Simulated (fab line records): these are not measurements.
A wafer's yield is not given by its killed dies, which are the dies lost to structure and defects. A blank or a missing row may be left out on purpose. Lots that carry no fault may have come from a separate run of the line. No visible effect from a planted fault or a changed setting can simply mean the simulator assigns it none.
fab line records + flow nand_harc
record
- lots=13
- wafers=37
- last_day=27
route steps=1159 shown P_GATE@205 P_CONTACT@235 END@1159
lots that met no fault: from a run of the same line without faults
start_h: hours from the record's first day to the start of the lot's first wafer shown + wait_h: hours elapsed since this lot's preceding step + " the same as in the row above + L1.1+2: a single row standing in for several wafers + - no value, or no start was given + * or withheld: withheld + < > ~ a bound
route shown NAME@n: NAME is a module with steps in the file, n the number in the route of the first one + usual: the fault-free wafers' mean and standard deviation + same: alike in all rows + chamber/n: place in a boat + sites: each site's reading + _std_site: standard deviation of those values + _edge_site: inner sites' mean taken away from outer sites' mean + radius_mm: for every site, how far away it sits from the centre of the wafer + mask NAME#n: copy n + behind: the tool/chamber that last shaped the wafer + hold: the reason the lot was held/the length of the hold in hours/how it ended + device: whichever transistor did not switch (one of n, p or np) + end of line: tests run on the same wafers once the route is complete + a step without rows: its recipe alone + killed: the dies lost at the first sort to structure and to defects; this is not the yield of the wafer + map: shows each die of a wafer: x if killed, . if not, _ if none is there
set.NAME: the run value of the setting; set.NAME@STEP: its run value at that earlier step + model.NAME: the simulator's own value behind a step, which no gauge read
a sample of lots followed through the steps of the route, with each step as a table and each wafer as a row
services: when a tool's chamber went out of use (start_h, in hours from the record's first day, below 0 if earlier), for how many hours, and the reason
## steps
# step NHARC_P_GATE_STRIP_95
# recipe
- power_w=1500
- temp_c=250
- chemistry=O2
# usual
- drypump_motor_current_A=5.8/0.45
- heater_power_w=345/25
- temp_c=250.04/0.18
| lot.wafer | tool            | chamber | start_h | wait_h | drypump_motor_current_A | heater_power_w | rf_hours_counter_h | temp_c |
|-----------|-----------------|---------|---------|--------|-------------------------|----------------|--------------------|--------|
| L445.1    | plasma_asher-01 | 0       | 95.18   | 0.6    | 5.8                     | 322            | 54                 | 249.95 |
| L445.5    | "               | 0       | "       | "      | 5.8                     | 330            | -                  | 250.17 |
| L445.6    | "               | 1       | "       | "      | 5.6                     | 316            | -                  | 250.12 |
| L446.2    | plasma_asher-01 | 1       | 114.45  | 0.5    | 5.6                     | 315            | 2                  | 250.34 |
| L446.3    | "               | 0       | "       | "      | 5.7                     | 335            | -                  | 249.85 |
| L446.6    | "               | 1       | "       | "      | 5.6                     | 324            | -                  | 250.38 |
| L447.1    | plasma_asher-02 | 1       | 114.60  | 0.6    | 6.5                     | 371            | 36                 | 250.23 |
| L447.3    | "               | 1       | "       | "      | 6.5                     | 361            | -                  | 249.99 |
| L447.4    | "               | 0       | "       | "      | 5.2                     | 369            | -                  | 250.15 |
| L451.2    | plasma_asher-02 | 1       | 146.77  | 0.6    | 6.5                     | 371            | 46                 | 249.92 |
| L451.1    | "               | 0       | "       | "      | 5.2                     | 378            | 46                 | 249.94 |
| L451.4    | "               | 1       | "       | "      | 6.5                     | 363            | -                  | 250.01 |
| L452.2    | plasma_asher-01 | 1       | 149.35  | 0.5    | 5.6                     | 322            | 14                 | 250.15 |
| L452.4    | "               | 0       | "       | "      | 5.7                     | 325            | -                  | 250.40 |
| L455.1    | plasma_asher-01 | 1       | 160.50  | 0.5    | 5.7                     | 321            | 17                 | 249.90 |
| L455.3    | "               | 1       | "       | "      | 5.6                     | 326            | -                  | 250.10 |
| L458.4    | plasma_asher-01 | 1       | 194.27  | 0.4    | 5.6                     | 327            | -                  | 250.04 |
| L458.5    | "               | 1       | "       | "      | 5.6                     | 322            | -                  | 250.05 |
| L458.6    | "               | 0       | "       | "      | 5.7                     | 321            | -                  | 249.98 |
| L461.1    | plasma_asher-02 | 0       | 199.18  | 0.6    | 5.2                     | 380            | 3                  | 250.52 |
| L461.2    | "               | 1       | "       | "      | 6.5                     | 355            | 3                  | 250.00 |
| L461.5    | "               | 1       | "       | "      | 6.5                     | 367            | -                  | 250.20 |
| L460.2    | plasma_asher-02 | 0       | 200.18  | 0.5    | 5.2                     | 389            | 4                  | 249.78 |
| L460.3    | "               | 0       | "       | "      | 5.2                     | 384            | -                  | 249.87 |
| L460.6    | "               | 1       | "       | "      | 6.5                     | 361            | -                  | 250.12 |
| L464.2    | plasma_asher-02 | 1       | 227.07  | 0.6    | 6.5                     | 362            | 13                 | 250.32 |
| L464.1    | "               | 0       | "       | "      | 5.2                     | 384            | 13                 | 250.10 |
| L464.5    | "               | 0       | "       | "      | 5.2                     | 381            | -                  | 249.96 |
| L466.1    | plasma_asher-02 | 1       | 234.48  | 0.6    | 6.5                     | 361            | 16                 | 249.75 |
| L466.2    | "               | 0       | "       | "      | 5.2                     | 394            | 16                 | 250.25 |
| L466.6    | "               | 1       | "       | "      | 6.5                     | 357            | -                  | 250.16 |
| L467.2    | plasma_asher-01 | 1       | 236.95  | 0.6    | 5.6                     | 321            | 46                 | 249.92 |
| L467.6    | "               | 1       | "       | "      | 5.6                     | 318            | -                  | 250.29 |
| L467.5    | "               | 0       | "       | "      | 5.7                     | 320            | -                  | 249.98 |
| L468.4    | plasma_asher-01 | 0       | 253.56  | 0.4    | 5.8                     | 328            | -                  | 249.80 |
| L468.3    | "               | 1       | "       | "      | 5.6                     | 319            | -                  | 250.05 |
| L468.6    | "               | 1       | "       | "      | 5.6                     | 321            | -                  | 250.00 |
# step NHARC_P_CONTACT_DESCUM_17
# recipe
- time_s=3
- o2_flow_sccm=200
- ar_flow_sccm=0
- bias_power_w=0
- chemistry=O2
# usual
- drypump_motor_current_A=5.6/0.35
- oes_product_au=0.997/0.007
- rf_vpp_V=57.9/0.89
- showerhead_plenum_p_Torr=1.95/0.099
- throttle_valve_pct=11.312/0.0089
| lot.wafer | tool        | chamber | start_h | wait_h | drypump_motor_current_A | oes_product_au | rf_hours_counter_h | rf_vpp_V | showerhead_plenum_p_Torr | throttle_valve_pct |
|-----------|-------------|---------|---------|--------|-------------------------|----------------|--------------------|----------|--------------------------|--------------------|
| L445.1    | rie_diel-09 | 2       | 98.86   | 0.1    | 5.3                     | 0.988          | 4                  | 58.0     | 1.95                     | 11.307             |
| L445.6    | "           | 1       | "       | "      | 5.4                     | 0.996          | -                  | 57.4     | 1.78                     | 11.306             |
| L445.5    | "           | 2       | "       | "      | 5.3                     | 0.988          | -                  | 59.2     | 1.95                     | 11.323             |
| L446.3    | rie_diel-08 | 1       | 118.12  | 0.1    | 5.2                     | 1.001          | 14                 | 58.1     | 1.96                     | 11.285             |
| L446.2    | "           | 0       | "       | "      | 5.3                     | 1.002          | 13                 | 58.3     | 1.90                     | 11.307             |
| L446.6    | "           | 1       | "       | "      | 5.2                     | 0.996          | -                  | 58.4     | 1.96                     | 11.308             |
| L447.1    | rie_diel-09 | 3       | 118.96  | 0.1    | 5.3                     | 0.995          | 13                 | 58.1     | 1.95                     | 11.330             |
| L447.4    | "           | 0       | "       | "      | 4.8                     | 1.004          | 14                 | 58.6     | 1.83                     | 11.326             |
| L447.3    | "           | 2       | "       | "      | 5.3                     | 0.989          | 14                 | 57.4     | 1.95                     | 11.306             |
| L451.1    | rie_diel-08 | 1       | 150.42  | 0.1    | 5.2                     | 1.013          | 1                  | 58.4     | 1.96                     | 11.309             |
| L451.2    | "           | 2       | "       | "      | 5.9                     | 0.991          | 2                  | 59.0     | 2.05                     | 11.297             |
| L451.4    | "           | 3       | "       | "      | 5.5                     | 0.996          | 1                  | 57.1     | 1.98                     | 11.307             |
| L452.2    | rie_diel-06 | 0       | 153.22  | 0.1    | 5.8                     | 1.010          | 8                  | 58.2     | 1.78                     | 11.304             |
| L452.4    | "           | 1       | "       | "      | 6.1                     | 1.004          | 9                  | 58.3     | 2.06                     | 11.325             |
| L455.3    | rie_diel-06 | 1       | 164.78  | 0.1    | 6.1                     | 1.007          | 9                  | 57.8     | 2.06                     | 11.312             |
| L455.1    | "           | 2       | "       | "      | 5.6                     | 0.994          | 10                 | 58.3     | 1.91                     | 11.329             |
| L458.4    | rie_diel-08 | 0       | 197.79  | 0.1    | 5.3                     | 1.001          | 6                  | 57.2     | 1.90                     | 11.309             |
| L458.5    | "           | 1       | "       | "      | 5.2                     | 1.013          | -                  | 56.3     | 1.96                     | 11.312             |
| L458.6    | "           | 2       | "       | "      | 5.9                     | 1.002          | -                  | 58.2     | 2.05                     | 11.303             |
| L461.2    | rie_diel-08 | 0       | 202.94  | 0.1    | 5.3                     | 0.989          | 7                  | 58.0     | 1.90                     | 11.314             |
| L461.1    | "           | 1       | "       | "      | 5.2                     | 0.989          | 7                  | 57.8     | 1.96                     | 11.307             |
| L461.5    | "           | 3       | "       | "      | 5.5                     | 0.995          | -                  | 58.5     | 1.98                     | 11.320             |
| L460.3    | rie_diel-08 | 3       | 204.07  | 0.1    | 5.5                     | 0.997          | 7                  | 58.6     | 1.98                     | 11.333             |
| L460.2    | "           | 0       | "       | "      | 5.3                     | 1.002          | 7                  | 59.3     | 1.89                     | 11.304             |
| L460.6    | "           | 3       | "       | "      | 5.5                     | 0.991          | -                  | 57.3     | 1.98                     | 11.307             |
| L464.2    | rie_diel-06 | 0       | 230.90  | 0.1    | 5.8                     | 0.992          | 18                 | 58.2     | 1.78                     | 11.308             |
| L464.1    | "           | 3       | "       | "      | 5.2                     | 0.999          | 19                 | 58.5     | 2.04                     | 11.322             |
| L464.5    | "           | 0       | "       | "      | 5.8                     | 0.984          | -                  | 56.7     | 1.78                     | 11.317             |
| L466.1    | rie_diel-06 | 3       | 238.27  | 0.1    | 5.2                     | 0.995          | 20                 | 57.1     | 2.04                     | 11.315             |
| L466.2    | "           | 0       | "       | "      | 5.8                     | 0.995          | 19                 | 57.0     | 1.78                     | 11.315             |
| L466.6    | "           | 3       | "       | "      | 5.1                     | 0.998          | -                  | 58.7     | 2.04                     | 11.329             |
| L467.2    | rie_diel-06 | 1       | 240.64  | 0.1    | 6.1                     | 1.003          | 15                 | 58.5     | 2.06                     | 11.322             |
| L467.6    | "           | 1       | "       | "      | 6.1                     | 1.003          | -                  | 58.4     | 2.06                     | 11.325             |
| L467.5    | "           | 2       | "       | "      | 5.6                     | 0.988          | -                  | 58.3     | 1.91                     | 11.321             |
| L468.4    | rie_diel-06 | 1       | 257.51  | 0.1    | 6.1                     | 1.009          | 1                  | 58.8     | 2.06                     | 11.306             |
| L468.3    | "           | 3       | "       | "      | 5.2                     | 1.004          | 1                  | 57.1     | 2.04                     | 11.314             |
| L468.6    | "           | 2       | "       | "      | 5.6                     | 0.994          | -                  | 58.0     | 1.91                     | 11.314             |
# step NHARC_P_CONTACT_ALD_22
# recipe
- target_thk_a=30
- pulse_time_s=1
- ald_cycles=150
- temp_c=450
- material=TiN
# usual
- ald_cycles=150/0
- heater_power_w=1102/150
- precursor_pulse_height_rel=0.997/0.02
# same
- pulse_time_s=1
| lot.wafer | tool         | chamber | start_h | wait_h | ald_cycles | heater_power_w | precursor_pulse_height_rel |
|-----------|--------------|---------|---------|--------|------------|----------------|----------------------------|
| L445.1    | ald_metal-03 | 1       | 100.67  | -      | 150        | 1238           | 0.993                      |
| L445.6    | "            | 1       | "       | "      | 150        | 1215           | 0.969                      |
| L445.5    | "            | 2       | "       | "      | 150        | 1026           | 0.973                      |
| L446.3    | ald_metal-03 | 2       | 120.01  | -      | 150        | 1008           | 0.982                      |
| L446.2    | "            | 1       | "       | "      | 150        | 1239           | 0.980                      |
| L446.6    | "            | 2       | "       | "      | 150        | 1042           | 0.991                      |
| L447.3    | ald_metal-01 | 3       | 120.87  | -      | 150        | 1179           | 1.012                      |
| L447.4    | "            | 0       | "       | "      | 150        | 1171           | 1.016                      |
| L447.1    | "            | 2       | "       | "      | 150        | 1316           | 0.985                      |
| L451.1    | ald_metal-01 | 2       | 152.30  | -      | 150        | 1338           | 1.010                      |
| L451.2    | "            | 3       | "       | "      | 150        | 1158           | 0.965                      |
| L451.4    | "            | 0       | "       | "      | 73         | 1165           | 0.996                      |
| L452.4    | ald_metal-01 | 2       | 155.09  | -      | 73         | 1309           | 0.986                      |
| L452.2    | "            | 0       | "       | "      | 150        | 1193           | 1.017                      |
| L455.1    | ald_metal-01 | 0       | 166.73  | -      | 150        | 1152           | 1.003                      |
| L455.3    | "            | 3       | "       | "      | 73         | 1165           | 0.994                      |
| L458.4    | ald_metal-03 | 0       | 199.63  | -      | 150        | 879            | 0.961                      |
| L458.6    | "            | 3       | "       | "      | 150        | 980            | 0.974                      |
| L458.5    | "            | 0       | "       | "      | 150        | 872            | 1.000                      |
| L461.1    | ald_metal-03 | 2       | 204.89  | -      | 150        | 997            | 0.982                      |
| L461.2    | "            | 0       | "       | "      | 150        | 866            | 1.019                      |
| L461.5    | "            | 1       | "       | "      | 150        | 1265           | 1.014                      |
| L460.3    | ald_metal-03 | 1       | 205.96  | -      | 150        | 1267           | 1.013                      |
| L460.2    | "            | 2       | "       | "      | 150        | 1040           | 1.009                      |
| L460.6    | "            | 0       | "       | "      | 150        | 865            | 1.008                      |
| L464.2    | ald_metal-03 | 2       | 232.76  | -      | 150        | 1015           | 0.995                      |
| L464.1    | "            | 3       | "       | "      | 150        | 972            | 1.012                      |
| L464.5    | "            | 1       | "       | "      | 150        | 1282           | 0.963                      |
| L466.2    | ald_metal-04 | 3       | 240.11  | -      | 150        | 1026           | 0.993                      |
| L466.1    | "            | 1       | "       | "      | 150        | 1195           | 1.013                      |
| L466.6    | "            | 2       | "       | "      | 150        | 1230           | 0.999                      |
| L467.2    | ald_metal-01 | 2       | 242.52  | -      | 150        | 1328           | 0.977                      |
| L467.5    | "            | 1       | "       | "      | 150        | 939            | 1.021                      |
| L467.6    | "            | 2       | "       | "      | 150        | 1329           | 0.992                      |
| L468.4    | ald_metal-01 | 2       | 259.42  | -      | 150        | 1319           | 0.969                      |
| L468.3    | "            | 0       | "       | "      | 150        | 1148           | 1.008                      |
| L468.6    | "            | 1       | "       | "      | 150        | 933            | 0.992                      |
# step NHARC_P_CONTACT_INSPECT_27
# usual
- raw_defect_count=290/140
| lot.wafer | tool              | chamber | start_h | wait_h | raw_defect_count |
|-----------|-------------------|---------|---------|--------|------------------|
| L445.1    | defect_inspect-01 | -       | 105.30  | 0.1    | 278              |
| L445.5    | "                 | -       | "       | "      | 376              |
| L445.6    | "                 | -       | "       | "      | 363              |
| L446.2    | defect_inspect-02 | -       | 126.98  | 0.1    | 227              |
| L446.3    | "                 | -       | "       | "      | 419              |
| L446.6    | "                 | -       | "       | "      | 217              |
| L447.1    | defect_inspect-01 | -       | 128.25  | 0.1    | 187              |
| L447.3    | "                 | -       | "       | "      | 115              |
| L447.4    | "                 | -       | "       | "      | 148              |
| L451.1    | defect_inspect-01 | -       | 157.81  | 0.1    | 202              |
| L451.2    | "                 | -       | "       | "      | 214              |
| L451.4    | "                 | -       | "       | "      | 141              |
| L452.2    | defect_inspect-02 | -       | 158.77  | 0.1    | 332              |
| L452.4    | "                 | -       | "       | "      | 254              |
| L455.1    | defect_inspect-01 | -       | 168.02  | 0.1    | 284              |
| L455.3    | "                 | -       | "       | "      | 307              |
| L458.4    | defect_inspect-02 | -       | 208.47  | 0.1    | 282              |
| L458.5    | "                 | -       | "       | "      | 256              |
| L458.6    | "                 | -       | "       | "      | 302              |
| L461.1    | defect_inspect-01 | -       | 216.12  | 0.1    | 447              |
| L461.2    | "                 | -       | "       | "      | 377              |
| L461.5    | "                 | -       | "       | "      | 368              |
| L460.2    | defect_inspect-02 | -       | 219.50  | 0.1    | 254              |
| L460.3    | "                 | -       | "       | "      | 212              |
| L460.6    | "                 | -       | "       | "      | 274              |
| L464.1    | defect_inspect-02 | -       | 237.00  | 0.1    | 355              |
| L464.2    | "                 | -       | "       | "      | 390              |
| L464.5    | "                 | -       | "       | "      | 408              |
| L466.1    | defect_inspect-01 | -       | 241.74  | 0.1    | 154              |
| L466.2    | "                 | -       | "       | "      | 200              |
| L466.6    | "                 | -       | "       | "      | 212              |
| L467.2    | defect_inspect-02 | -       | 243.79  | 0.1    | 660              |
| L467.5    | "                 | -       | "       | "      | 493              |
| L467.6    | "                 | -       | "       | "      | 560              |
| L468.3    | defect_inspect-02 | -       | 260.67  | 0.1    | 254              |
| L468.4    | "                 | -       | "       | "      | 233              |
| L468.6    | "                 | -       | "       | "      | 250              |
# step NHARC_END_SORT_01
# recipe
- temp_c=25
# usual
- killed_at_array=28/11
- killed_at_other=0.9/1.2
- killed_at_periphery=2.6/2.1
- killed_dies=31/11
- killed_open=3.1/1.7
- killed_short=1.9/1.3
# same
- gross_dies=677
| lot.wafer | tool      | chamber | start_h | wait_h | killed_at_array | killed_at_other | killed_at_periphery | killed_dies | killed_open | killed_short |
|-----------|-----------|---------|---------|--------|-----------------|-----------------|---------------------|-------------|-------------|--------------|
| L455.1    | prober-02 | 0       | 564.62  | 2.5    | 23              | 0               | 2                   | 25          | 2           | 1            |
| L455.3    | prober-02 | 0       | 566.21  | 3.1    | 32              | 0               | 645                 | 677         | 3           | 2            |
| L451.1    | prober-02 | 0       | 572.34  | 2.5    | 13              | 0               | 3                   | 16          | 4           | 1            |
| L451.2    | prober-02 | 0       | 573.14  | 2.8    | 15              | 0               | 2                   | 17          | 2           | 3            |
| L451.4    | prober-02 | 0       | 574.75  | 3.4    | 10              | 0               | 667                 | 677         | 1           | 2            |
| L452.2    | prober-02 | 0       | 587.14  | 2.8    | 18              | 4               | 4                   | 26          | 6           | 1            |
| L452.4    | prober-02 | 0       | 588.75  | 3.4    | 16              | 3               | 658                 | 677         | 5           | 4            |
# killed by level:class
L455.1 A_CHANNEL_HOLE_D1:chamber_film_flake=12 A_CONTACT:chamber_film_flake=5 A_ZERO_WELL:chamber_film_flake=2 P_CONTACT:geometric_particle:open=1 P_M0:geometric_particle:open=1 A_M0:geometric_particle:short=1 A_STAIRCASE:chamber_film_flake=1 A_WL_FILL:chamber_film_flake=1
L455.3 P_CONTACT:area_ald=645 A_CHANNEL_HOLE_D1:chamber_film_flake=18 A_M0:chamber_film_flake=5 A_ONON_D1:geometric_particle:open=2 A_STAIRCASE:chamber_film_flake=2 A_CONTACT:chamber_film_flake=2 A_SGD_CUT:geometric_particle:open=1 A_CONTACT:geometric_particle:short=1
L451.1 A_STAIRCASE:chamber_film_flake=3 A_CONTACT:chamber_film_flake=3 P_CONTACT:geometric_particle:open=2 A_CHANNEL_HOLE_D1:chamber_film_flake=2 A_ONON_D1:geometric_particle:open=1 A_CHANNEL_FILL_D1:geometric_particle:open=1 A_CONTACT:geometric_particle:short=1 P_STI:chamber_film_flake=1
L451.2 A_CONTACT:chamber_film_flake=5 A_STAIRCASE:chamber_film_flake=3 A_SGD_CUT:geometric_particle:open=2 A_WL_FILL:geometric_particle:short=2 A_CHANNEL_HOLE_D1:chamber_film_flake=2 P_M1:geometric_particle:short=1 P_STI:chamber_film_flake=1 A_WL_FILL:chamber_film_flake=1
L451.4 P_CONTACT:area_ald=663 A_CHANNEL_HOLE_D1:chamber_film_flake=4 A_CONTACT:chamber_film_flake=3 A_STAIRCASE:chamber_film_flake=2 P_STI:geometric_particle:open=1 P_CONTACT:geometric_particle:short=1 P_M1:geometric_particle:short=1 P_CONTACT:chamber_film_flake=1
L452.2 A_CHANNEL_HOLE_D1:chamber_film_flake=9 A_SGD_CUT:chamber_film_flake=4 THIN_TSV:chamber_film_flake=4 P_M1:geometric_particle:open=2 A_M0:geometric_particle:open=2 P_M0:geometric_particle:open=1 A_SOURCE_PLATE:geometric_particle:short=1 A_CHANNEL_FILL_D1:geometric_particle:open=1
L452.4 P_CONTACT:area_ald=657 A_CHANNEL_HOLE_D1:chamber_film_flake=7 THIN_TSV:chamber_film_flake=3 A_M1:geometric_particle:open=2 P_CONTACT:geometric_particle:short=1 A_CHANNEL_FILL_D1:geometric_particle:open=1 A_WL_FILL:geometric_particle:short=1 A_WL_FILL:geometric_particle:open=1
## services
| tool            | chamber | start_h | hours | kind   |
|-----------------|---------|---------|-------|--------|
| ald_metal-01    | -       | 76.46   | 0.5   | repair |
| rie_diel-09     | -       | 77.15   | 9.0   | pm     |
| ald_metal-03    | 3       | 79.34   | 4.2   | repair |
| rie_diel-08     | 2       | 87.94   | 8.7   | repair |
| rie_diel-08     | 3       | 96.93   | 9.8   | repair |
| plasma_asher-01 | -       | 99.00   | 9.0   | pm     |
| ald_metal-01    | -       | 102.00  | 10.0  | pm     |
| plasma_asher-02 | -       | 107.91  | 1.4   | repair |
| ald_metal-01    | 3       | 122.00  | 2.1   | repair |
| rie_diel-08     | -       | 124.84  | 9.0   | pm     |
| rie_diel-09     | 1       | 136.78  | 2.4   | repair |
| ald_metal-03    | -       | 144.00  | 10.0  | pm     |
| rie_diel-08     | -       | 159.65  | 0.1   | repair |
| rie_diel-06     | 2       | 165.20  | 3.2   | repair |
| rie_diel-06     | 2       | 169.35  | 5.5   | repair |
| plasma_asher-02 | -       | 183.12  | 9.0   | pm     |
| rie_diel-06     | 1       | 183.93  | 2.6   | repair |
| rie_diel-06     | 1       | 190.50  | 16.4  | repair |
| ald_metal-01    | -       | 197.06  | 0.4   | repair |
| ald_metal-01    | 3       | 205.45  | 14.1  | repair |
| rie_diel-06     | -       | 241.28  | 9.0   | pm     |
| rie_diel-06     | -       | 251.75  | 0.6   | repair |
| rie_diel-09     | -       | 254.15  | 9.0   | pm     |
| rie_diel-08     | 2       | 258.79  | 7.1   | repair |
## key
first_sign
- step=NHARC_P_CONTACT_ALD_22
- reading=ald_cycles
- direction=down
- sigmas=99+
- usual=150
- struck=73
effect
- step=NHARC_END_SORT_01
- reading=killed_at_periphery
- direction=up
- sigmas=99+
- usual=2.6
- struck=656.7
more_kills_born_at
- NHARC_P_CONTACT_ALD_22@ald_metal-01=1965
met_at NHARC_P_CONTACT_ALD_22
struck_lots L451,L452,L455
struck_wafers L451.4,L452.4,L455.3
later_rows_left_out L451.4,L452.4,L455.3
tester_left_out L451,L452,L455
not_acting_at NHARC_P_GATE_STRIP_95,NHARC_P_CONTACT_DESCUM_17,NHARC_P_CONTACT_INSPECT_27
onset_between 120.87 152.30
fault
- kind=process_parameter_drift
- tool=ald_metal-01
- chamber=-
- onset_h=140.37
- steps=NHARC_P_CONTACT_ALD_22
- channel=ald_cycles
- offset=-77
- shape=step
- end_h=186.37
- scope=struck_wafers_only
- acts_in=these_recipes_only
- stated=150
# tester_left_out: of these lots the tester's yield and bins aren't shown, on N5 and GAA mostly nor the transistor test; their killed dies are dies lost to structure and defects alone, not to doping, threshold or leakage, so they don't give the yield
# later_rows_left_out: the simulator's readings of these wafers behind a module that went badly wrong aren't trusted and aren't shown, but for the sort
